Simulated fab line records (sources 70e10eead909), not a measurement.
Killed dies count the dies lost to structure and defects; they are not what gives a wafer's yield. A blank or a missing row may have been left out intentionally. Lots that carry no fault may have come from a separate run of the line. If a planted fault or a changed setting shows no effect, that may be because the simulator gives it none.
fab line records ; flow nand-harc
record: lots: 6; wafers: 18; last-day: 27
route steps=1159 shown P_M2@332 END@1159
lots that met no fault: from a run of the same line without faults
start-h: the number of hours between the record's first day and the start of the first shown wafer of the lot ; wait-h: hours elapsed since this lot's preceding step ; " repeats the value in the row above ; L1.1+2: a single row standing in for several wafers ; - value missing, or start not given ; * or withheld: withheld ; < > ~ a bound
route shown NAME@n: names a module that has steps shown in the file, with the first one's number in the route ; usual: mean/standard deviation of fault-free wafers ; same: alike in all rows ; chamber/n: place in a boat ; sites: each site's reading ; _std_site: standard deviation across them ; _edge_site: mean of outer sites minus mean of inner sites ; radius-mm: for every site, how far away it sits from the centre of the wafer ; mask NAME#n: copy n ; behind: the tool/chamber that last shaped the wafer ; hold: reason for holding the lot/hours on hold/outcome of the hold ; device: the transistor (n, p or np) that didn't switch ; end of line: the route-end tests of the same wafers ; a step with no rows: only its recipe ; killed: dies lost to structure and defects at the first sort, not the wafer's yield ; map: per-die view of a wafer (x killed, . not killed, _ where there is no die)
set.NAME: the setting as run; set.NAME@STEP: as run at that earlier step ; model.NAME: the simulator's own value behind a step, which no gauge read
lots at some steps of the route; a table a step, a row a wafer
services: a tool's chamber out of use, with start hour (start-h, from the record's first day; less than 0 if before it), hours out, and reason
== steps ==
step: NHARC_P_M2_ETCH_35
recipe: target-depth-a: 400; overetch-a: 120; time-s: 43.94; ion-energy-ev: 200; n2-flow-sccm: 150; h2-flow-sccm: 150; ar-flow-sccm: 0; rf-w: 400; bias-w: 150; chemistry: N2/H2
usual: drypump-motor-current-A: 5.62/0.28; oes-product-au: 0.997/0.0081; rf-fwd-power-W: 395.3/2; rf-vpp-V: 429.7/1.6; showerhead-plenum-p-Torr: 2.01/0.05; throttle-valve-pct: 14.170/0.0088
lot.wafer;tool;chamber;start-h;wait-h;drypump-motor-current-A;oes-product-au;rf-fwd-power-W;rf-hours-counter-h;rf-vpp-V;showerhead-plenum-p-Torr;throttle-valve-pct
L998.4;rie-diel-03;2;114.54;0.1;5.40;0.997;397.1;2;431.7;2.04;14.168
L998.3;rie-diel-03;0;114.54;0.1;5.93;0.989;396.6;2;429.8;1.97;14.177
L998.2;rie-diel-03;1;114.54;0.1;5.69;0.993;396.7;2;432.4;2.07;14.167
L101.2;rie-diel-04;2;140.15;0.1;5.63;1.013;392.6;3;430.0;2.02;14.182
L101.3;rie-diel-04;3;140.15;0.1;4.94;1.002;397.6;4;430.2;2.06;14.166
L101.5;rie-diel-04;3;140.15;0.1;4.96;1.011;396.9;-;432.2;2.06;14.165
L102.3;rie-diel-03;1;145.93;0.1;5.67;1.010;396.0;4;430.8;2.07;14.173
L102.2;rie-diel-03;2;145.93;0.1;5.40;1.008;397.5;4;429.5;2.04;14.166
L102.6;rie-diel-03;0;145.93;0.1;5.91;0.986;395.4;-;427.1;1.97;14.163
L110.3;rie-diel-03;1;204.96;0.1;5.64;1.003;396.8;6;429.8;2.07;14.172
L110.1;rie-diel-03;2;204.96;0.1;5.42;0.984;396.2;6;430.0;2.04;14.174
L110.5;rie-diel-03;0;204.96;0.1;5.97;0.995;396.8;-;428.0;1.97;14.164
L117.4;rie-diel-03;0;246.23;0.1;5.94;0.982;397.0;1;429.1;1.97;14.175
L117.3;rie-diel-03;1;246.23;0.1;5.68;0.998;396.1;1;430.4;2.06;14.173
L117.6;rie-diel-03;3;246.23;0.1;5.56;0.990;393.5;-;428.9;1.98;14.163
L120.4;rie-diel-03;0;253.29;0.1;5.96;0.988;395.6;1;427.7;1.97;14.142
L120.3;rie-diel-03;1;253.29;0.1;5.64;0.995;396.4;1;432.7;2.06;14.169
L120.1;rie-diel-03;2;253.29;0.1;5.40;0.988;397.5;1;431.6;2.04;14.175
step: NHARC_P_M2_ETCH_15
recipe: target-depth-a: 1825; time-s: 91.2; c4f8-flow-sccm: withheld; ar-flow-sccm: 400; rf-w: 600; bias-w: 300; chemistry: C4F8/Ar
step: NHARC_P_M2_CD_MEAS_16
usual: cd-nm: 169.9/0.62
lot.wafer;tool;chamber;start-h;wait-h;cd-nm
L998.2;cd-sem-03;-;114.76;-;169.1
L998.3;cd-sem-03;-;114.76;-;169.2
L998.4;cd-sem-03;-;114.76;-;168.6
L101.2;cd-sem-01;-;140.40;-;170.6
L101.3;cd-sem-01;-;140.40;-;170.6
L101.5;cd-sem-01;-;140.40;-;170.8
L102.2;cd-sem-01;-;146.14;-;169.2
L102.3;cd-sem-01;-;146.14;-;169.1
L102.6;cd-sem-01;-;146.14;-;169.8
L110.1;cd-sem-01;-;205.17;-;169.9
L110.3;cd-sem-01;-;205.17;-;169.1
L110.5;cd-sem-01;-;205.17;-;169.6
L117.3;cd-sem-03;-;246.45;-;169.8
L117.4;cd-sem-03;-;246.45;-;170.4
L117.6;cd-sem-03;-;246.45;-;169.9
L120.1;cd-sem-02;-;253.51;-;169.4
L120.3;cd-sem-02;-;253.51;-;169.9
L120.4;cd-sem-02;-;253.51;-;171.3
step: NHARC_P_M2_STRIP_18
recipe: power-w: 1000; n2-flow-sccm: 150; h2-flow-sccm: 150; ar-flow-sccm: 0; bias-w: 0; chemistry: N2/H2
step: NHARC_P_M2_ETCH_28
recipe: target-depth-a: 300; over-etch-frac: 0.3; time-s: 72.99; ion-energy-ev: 150; cf4-flow-sccm: 50; n2-flow-sccm: 100; ar-flow-sccm: 150; rf-w: 300; bias-w: 100; chemistry: CF4/N2
step: NHARC_P_M2_STRIP_19
recipe: time-s: 600; temp-c: 30; chemistry: post-etch-residue-remover
step: NHARC_P_M2_DEGAS_29
recipe: temp-c: 250; time-s: 60
usual: heater-power-w: 345/28
lot.wafer;tool;chamber;start-h;wait-h;heater-power-w
L998.2;pvd-sputter-02;-;115.48;-;317
L998.4;pvd-sputter-02;-;115.48;-;353
L998.3;pvd-sputter-02;-;115.48;-;385
L101.2;pvd-sputter-01;-;141.12;-;377
L101.3;pvd-sputter-01;-;141.12;-;344
L101.5;pvd-sputter-01;-;141.12;-;380
L102.2;pvd-sputter-03;-;146.91;-;377
L102.3;pvd-sputter-03;-;146.91;-;287
L102.6;pvd-sputter-03;-;146.91;-;381
L110.1;pvd-sputter-02;-;205.89;-;381
L110.3;pvd-sputter-02;-;205.89;-;323
L110.5;pvd-sputter-02;-;205.89;-;387
L117.4;pvd-sputter-01;-;247.17;-;338
L117.3;pvd-sputter-01;-;247.17;-;334
L117.6;pvd-sputter-01;-;247.17;-;344
L120.4;pvd-sputter-02;-;254.23;-;395
L120.3;pvd-sputter-02;-;254.23;-;334
L120.1;pvd-sputter-02;-;254.23;-;346
step: NHARC_P_M2_PRE_CLEAN_30
recipe: time-s: 30; temp-c: 280; gas: H2/He
usual: heater-power-w: 423/35
lot.wafer;tool;chamber;start-h;wait-h;heater-power-w
L998.3;pvd-sputter-02;-;-;-;428
L998.2;pvd-sputter-02;-;-;-;395
L998.4;pvd-sputter-02;-;-;-;471
L101.3;pvd-sputter-01;-;-;-;426
L101.2;pvd-sputter-01;-;-;-;417
L101.5;pvd-sputter-01;-;-;-;411
L102.3;pvd-sputter-03;-;-;-;345
L102.2;pvd-sputter-03;-;-;-;462
L102.6;pvd-sputter-03;-;-;-;453
L110.1;pvd-sputter-02;-;-;-;384
L110.3;pvd-sputter-02;-;-;-;385
L110.5;pvd-sputter-02;-;-;-;474
L117.3;pvd-sputter-01;-;-;-;421
L117.4;pvd-sputter-01;-;-;-;419
L117.6;pvd-sputter-01;-;-;-;437
L120.3;pvd-sputter-02;-;-;-;488
L120.4;pvd-sputter-02;-;-;-;402
L120.1;pvd-sputter-02;-;-;-;377
step: NHARC_P_M2_PVD_20
recipe: target-thk-a: 50; bias-v: 168.6; power-w: 15000; chamber-pressure-pa: 0.12; time-s: 8.06; substrate-temp-c: 50; material: TaN
usual: throttle-valve-pct: 29.9/0.85
lot.wafer;tool;chamber;start-h;wait-h;throttle-valve-pct
L998.2;pvd-sputter-02;-;-;-;30.5
L998.4;pvd-sputter-02;-;-;-;30.6
L998.3;pvd-sputter-02;-;-;-;29.2
L101.3;pvd-sputter-01;-;-;-;30.5
L101.2;pvd-sputter-01;-;-;-;28.2
L101.5;pvd-sputter-01;-;-;-;28.4
L102.2;pvd-sputter-03;-;-;-;31.0
L102.3;pvd-sputter-03;-;-;-;28.6
L102.6;pvd-sputter-03;-;-;-;30.3
L110.3;pvd-sputter-02;-;-;-;30.3
L110.1;pvd-sputter-02;-;-;-;30.7
L110.5;pvd-sputter-02;-;-;-;29.3
L117.4;pvd-sputter-01;-;-;-;28.4
L117.3;pvd-sputter-01;-;-;-;30.3
L117.6;pvd-sputter-01;-;-;-;28.7
L120.1;pvd-sputter-02;-;-;-;30.4
L120.3;pvd-sputter-02;-;-;-;29.4
L120.4;pvd-sputter-02;-;-;-;30.1
step: NHARC_P_M2_PVD_21
recipe: target-thk-a: 300; chamber-pressure-pa: 5; power-w: 5000; substrate-temp-c: 30; time-s: 20.49; material: Cu
step: NHARC_P_M2_ECD_22
recipe: target-thk-a: 4000; bath-temp-c: 25; material: Cu
step: NHARC_P_M2_ANNEAL_31
recipe: temp-c: 225; time-s: 90
usual: wafer_temp_C_max: 226.1/0.36
lot.wafer;tool;chamber;start-h;wait-h;wafer_temp_C_max
L998.2;rtp-anneal-02;0;116.36;0.4;225.8
L998.3;rtp-anneal-02;0;116.36;0.4;226.1
L998.4;rtp-anneal-02;0;116.36;0.4;226.0
L101.2;rtp-anneal-01;0;141.89;-;226.0
L101.3;rtp-anneal-01;0;141.89;-;225.8
L101.5;rtp-anneal-01;0;141.89;-;225.8
L102.2;rtp-anneal-02;0;147.73;0.4;226.7
L102.3;rtp-anneal-02;0;147.73;0.4;226.8
L102.6;rtp-anneal-02;0;147.73;0.4;226.7
L110.1;rtp-anneal-01;0;206.63;0.3;226.0
L110.3;rtp-anneal-01;0;206.63;0.3;225.9
L110.5;rtp-anneal-01;0;206.63;0.3;226.1
L117.3;rtp-anneal-01;0;248.01;-;225.9
L117.4;rtp-anneal-01;0;248.01;-;225.7
L117.6;rtp-anneal-01;0;248.01;-;225.7
L120.1;rtp-anneal-01;0;254.97;-;225.7
L120.3;rtp-anneal-01;0;254.97;-;226.0
L120.4;rtp-anneal-01;0;254.97;-;225.7
step: NHARC_P_M2_CMP_23
recipe: t-overpolish-s: 20; target-thk-nm: 144.3
usual: motor-current-A: 11.8/1.2; time-to-endpoint-s: 28.0/2
lot.wafer;tool;chamber;start-h;wait-h;motor-current-A;time-to-endpoint-s
L998.2;cmp-01;1;116.66;-;13.0;30.6
L998.4;cmp-01;2;116.66;-;12.8;30.3
L998.3;cmp-01;0;116.66;-;10.5;29.7
L101.3;cmp-04;2;142.23;-;12.9;28.1
L101.2;cmp-04;0;142.23;-;10.3;30.1
L101.5;cmp-04;1;142.23;-;11.9;28.5
L102.3;cmp-04;1;148.08;-;13.1;24.2
L102.2;cmp-04;2;148.08;-;12.9;25.5
L102.6;cmp-04;3;148.08;-;10.8;26.1
L110.3;cmp-02;0;207.00;-;13.6;27.7
L110.1;cmp-02;1;207.00;-;11.5;26.6
L110.5;cmp-02;0;207.00;-;13.0;26.6
L117.3;cmp-02;3;248.28;-;12.1;25.6
L117.4;cmp-02;1;248.28;-;10.9;23.3
L117.6;cmp-02;3;248.28;-;12.4;26.3
L120.1;cmp-04;3;255.31;-;11.1;32.5
L120.4;cmp-04;1;255.31;-;13.0;30.8
L120.3;cmp-04;2;255.31;-;12.0;29.4
step: NHARC_P_M2_THK_MEAS_24
recipe: thk-meas-gauge: xrf
usual: thk-nm: 144.1/1.3
lot.wafer;tool;chamber;start-h;wait-h;thk-nm
L998.2;film-metro-02;-;116.98;-;143.3
L998.3;film-metro-02;-;116.98;-;144.0
L998.4;film-metro-02;-;116.98;-;143.5
L101.2;film-metro-01;-;142.52;-;145.0
L101.3;film-metro-01;-;142.52;-;144.4
L101.5;film-metro-01;-;142.52;-;142.3
L102.2;film-metro-01;-;148.35;-;142.5
L102.3;film-metro-01;-;148.35;-;142.2
L102.6;film-metro-01;-;148.35;-;144.0
L110.1;film-metro-02;-;207.29;-;145.4
L110.3;film-metro-02;-;207.29;-;141.5
L110.5;film-metro-02;-;207.29;-;144.7
L117.3;film-metro-01;-;248.57;-;141.9
L117.4;film-metro-01;-;248.57;-;142.7
L117.6;film-metro-01;-;248.57;-;143.2
L120.1;film-metro-01;-;255.63;-;146.7
L120.3;film-metro-01;-;255.63;-;145.3
L120.4;film-metro-01;-;255.63;-;144.3
step: NHARC_P_M2_SRD_25
step: NHARC_P_M2_INSPECT_27
usual: raw-defect-count: 295/97
lot.wafer;tool;chamber;start-h;wait-h;raw-defect-count
L998.2;defect-inspect-02;-;117.14;0.0;250
L998.3;defect-inspect-02;-;117.14;0.0;222
L998.4;defect-inspect-02;-;117.14;0.0;177
L101.2;defect-inspect-01;-;142.68;0.0;212
L101.3;defect-inspect-01;-;142.68;0.0;613
L101.5;defect-inspect-01;-;142.68;0.0;231
L102.2;defect-inspect-01;-;148.52;0.0;606
L102.3;defect-inspect-01;-;148.52;0.0;205
L102.6;defect-inspect-01;-;148.52;0.0;275
L110.1;defect-inspect-01;-;207.45;0.0;272
L110.3;defect-inspect-01;-;207.45;0.0;157
L110.5;defect-inspect-01;-;207.45;0.0;213
L117.3;defect-inspect-01;-;248.73;0.0;327
L117.4;defect-inspect-01;-;248.73;0.0;409
L117.6;defect-inspect-01;-;248.73;0.0;298
L120.1;defect-inspect-02;-;255.78;0.0;272
L120.3;defect-inspect-02;-;255.78;0.0;226
L120.4;defect-inspect-02;-;255.78;0.0;199
step: NHARC_P_M2_PRE_CLEAN_32
recipe: time-s: 12; temp-c: 370; rf-power-w: 300; gas: NH3
step: NHARC_END_SORT_01
recipe: temp-c: 25
usual: defect-limited-yield: 95.4/1.6; killed-at-array: 28/11; killed-at-other: 0.9/1.2; killed-at-periphery: 2.6/2.1; killed-dies: 31/11; killed-open: 3.1/1.7; killed-short: 1.9/1.3; sort_bin_2_pct: 1.5/0.64; sort_bin_3_pct: 0.26/0.21; sort_bin_4_pct: 2.9/1.1; sort-n-pass: 646/11; sort-rim-yield-pct: 96.4/2.3; sort-yield-pct: 95.4/1.6
same: gross-dies: 677; sort_bin_5_pct[%]: 0; sort_bin_6_pct[%]: 0; sort_bin_7_pct[%]: 0; sort_bin_8_pct[%]: 0; sort-rim-n-gross: 106.00
lot.wafer;tool;chamber;start-h;wait-h;defect-limited-yield[%];killed-at-array;killed-at-other;killed-at-periphery;killed-dies;killed-open;killed-short;sort_bin_2_pct[%];sort_bin_3_pct[%];sort_bin_4_pct[%];sort-n-pass;sort-rim-yield-pct[%];sort-yield-pct[%]
L101.3;prober-02;0;493.67;3.1;65.7;11;0;221;232;2;2;10.5;3.25;20.5;445;65.1;65.7
L102.2;prober-02;0;511.19;2.8;64.1;29;0;214;243;2;0;11.1;2.81;22.0;434;67.9;64.1
killed by level:class
L101.3 P_M2:unspecified=221 A_SLIT:chamber-film-flake=5 A_M0:geometric-particle:open=2 A_SGD_CUT:geometric-particle:short=1 A_WL_FILL:geometric-particle:short=1 A_CHANNEL_HOLE_D1:chamber-film-flake=1 A_STAIRCASE:chamber-film-flake=1
L102.2 P_M2:unspecified=213 A_CHANNEL_HOLE_D1:chamber-film-flake=13 A_SLIT:chamber-film-flake=7 A_CONTACT:chamber-film-flake=3 A_WL_FILL:chamber-film-flake=3 A_SGD_CUT:geometric-particle:open=1 A_SLIT:geometric-particle:open=1 P_GATE:chamber-film-flake=1
map L101.3 (x killed, . not)
____________.____________
_________..x...._________
_______x......x.x._______
______..x..x...x...______
_____x.xx...x.xx..xx_____
____..x.x...xx.xxx..x____
____x..x..x...x..xxxx____
___.....xx.x...xx..xx.___
___xxx..x..xxxx.....xx___
__xxxx.xx..xx..xx...xxx__
__.x.......x.x......x..__
_x.x.....x.....x.......x_
_.....x..x.x.......xx..._
_..x.x.x..xxx.xxx......._
_xxx......x.x.x..x...x.x_
_x.x.x..xx.x.x......xxx._
.......xx..xxx..x...x.xxx
.x..xxx.x.xx.....x...x...
...x.x.xxx.x.xx.xx.......
...x.x.x......xx.........
x.x..x.....x..x......x...
_...x..x......x.x......._
_x...xxx..x..x.x...xx..x_
_..xxx......x...x...x..._
_.....x.xx...x....x..x.._
_x.x.x.......x..x.x.x.x._
__.x..........xx.......__
__.x.xx.x.x.xx...x.xx..__
___.......x.x....x....___
___x.x....x.xx.....xx.___
____xx....x.....xx...____
____x.xx.x.x.x..xx...____
_____..x..x....x.x.._____
______.x..xx.....x.______
_______x..xx..xx.._______
_________xxx..xx_________
____________x____________
map L102.2 (x killed, . not)
____________.____________
_________x..x.x._________
_______.......x..x_______
______x...x.x......______
_____x.xx.x......x.._____
____x...xx..xxxx....x____
____.....xx.x....x.x.____
___...xxx..xx.........___
___....x.x....xx.....x___
__...xx..x.x.x.x.x.xx.x__
__x.x.x.....x...x...xx.__
_.........xxx.x..xxx...x_
_.....x...x.x.x.x.xx.x.._
_.xxx.x....xxxx..xxx...._
_.....x....xxx...x..x..._
_x..x..xx...xx..x.x...xx_
....x..xxxx.xxx........x.
.....xx..x.x.x.x..xxxxx.x
x.x...x.....xx.x.x...x..x
.x..xx...........x....x..
..xx.x..x.x...xx..x...x..
_....xxx.x.x.x.x......x._
_.x..xx..............x.._
_.....x..xx.x..x..xx.x.._
_.x.x...xx..xx..xx....xx_
_.xxx...xx..xx..xx.xxxxx_
__....xx.x.......xxx.xx__
__.x...x..xx.x.....xx.x__
___.xxxxx..xx.........___
___.x.....xx.xx.......___
____..xx..x..x......x____
____xxx....x.xxxxxx.x____
_____.....x..x...x.._____
______.....x..xx...______
_______.xxx.x..x.._______
_________xxx...._________
____________x____________
== services ==
tool;chamber;start-h;hours;kind
cmp-04;-;101.61;0.4;repair
pvd-sputter-03;-;102.00;10.0;pm
cmp-04;-;105.00;4.0;pm
cmp-01;-;106.56;4.0;pm
cmp-02;-;106.82;2.3;repair
cmp-04;-;110.72;1.8;repair
rie-diel-04;-;111.98;9.0;pm
cmp-01;-;122.47;1.8;repair
pvd-sputter-01;-;124.79;1.1;repair
cmp-02;-;128.50;4.0;pm
rie-diel-04;1;137.93;4.7;repair
pvd-sputter-02;-;140.30;20.0;repair
pvd-sputter-01;-;158.00;10.0;pm
rie-diel-03;2;179.62;5.3;repair
cmp-02;-;185.28;1.5;repair
rie-diel-04;-;191.45;2.7;repair
cmp-01;-;198.27;10.9;repair
cmp-04;-;203.00;4.0;pm
pvd-sputter-03;-;204.12;0.7;repair
pvd-sputter-02;-;214.00;10.0;pm
rie-diel-03;-;215.30;9.0;pm
cmp-02;-;226.50;4.0;pm
cmp-04;-;242.67;4.3;repair
pvd-sputter-02;-;246.93;1.6;repair
== key ==
first-sign: step: NHARC_P_M2_INSPECT_27; reading: raw-defect-count; direction: up; sigmas: 3.2; usual: 295; struck: 610
effect: step: NHARC_END_SORT_01; reading: killed-at-periphery; direction: up; sigmas: 99+; usual: 2.6; struck: 217.5
more-kills-born-at: NHARC_P_M2_CMP_23@cmp-04: 434
met-at NHARC_P_M2_CMP_23
struck-wafers L101.3,L102.2
fault: kind: chamber-particle-source; tool: cmp-04; chamber: 2; onset-h: 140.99; steps: NHARC_P_M2_CMP_23; rate-per-visit-cm2: 0.43966; end-h: 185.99
